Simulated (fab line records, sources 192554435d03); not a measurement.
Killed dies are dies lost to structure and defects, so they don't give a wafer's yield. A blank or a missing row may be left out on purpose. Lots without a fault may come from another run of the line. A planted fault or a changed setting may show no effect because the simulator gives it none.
Chamber matching | flow n5_finfet | N5_FIN_SAQP_ETCH_52 on rie_diel-01: 4 sister chambers
The step etches SOC in N2/H2, target depth 100 nm, overetch 20 nm, time 150 s. 4 wafers are shown with their chamber, then 7 later ones without.

WAFERS WITH THEIR CHAMBER
wafer  | chamber | drypump_motor_current_A (A)
L089.1 | 2       | 5.2
L089.5 | 1       | 6.7
L094.2 | 0       | 6.0
L094.4 | 3       | 6.1

WAFERS WITHOUT THEIR CHAMBER
wafer  | drypump_motor_current_A (A)
L094.5 | 5.1
L095.2 | 6.1
L095.3 | 6.0
L095.4 | 5.1
L097.1 | 6.1
L097.5 | 6.0
L097.6 | 5.2

WHICH CHAMBER EACH WENT THROUGH
wafer  | from the rows above     | in truth
L094.5 | 2                       | 2
L095.2 | can't be placed: 3 or 0 | 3
L095.3 | can't be placed: 0 or 3 | 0
L095.4 | 2                       | 2
L097.1 | can't be placed: 3 or 0 | 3
L097.5 | can't be placed: 0 or 3 | 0
L097.6 | 2                       | 2
Placed correctly: 3 of 7. Can't be placed from these rows: 4 (the true chamber is among the candidates in 4). Placed wrongly: 0.
How it was worked out, from the rows above alone: a wafer's distance from a chamber is the root of the sum, over the readings, of the square of ((its reading less the chamber's mean) divided by the reading's scatter). The wafer belongs to the nearest chamber; if the next one is less than 2 further off, it can't be placed. A chamber's mean is the mean of its shown wafers. The scatter: with one shown wafer a chamber, the root of the mean of the squares of how far each hidden wafer lies from its nearest shown one.
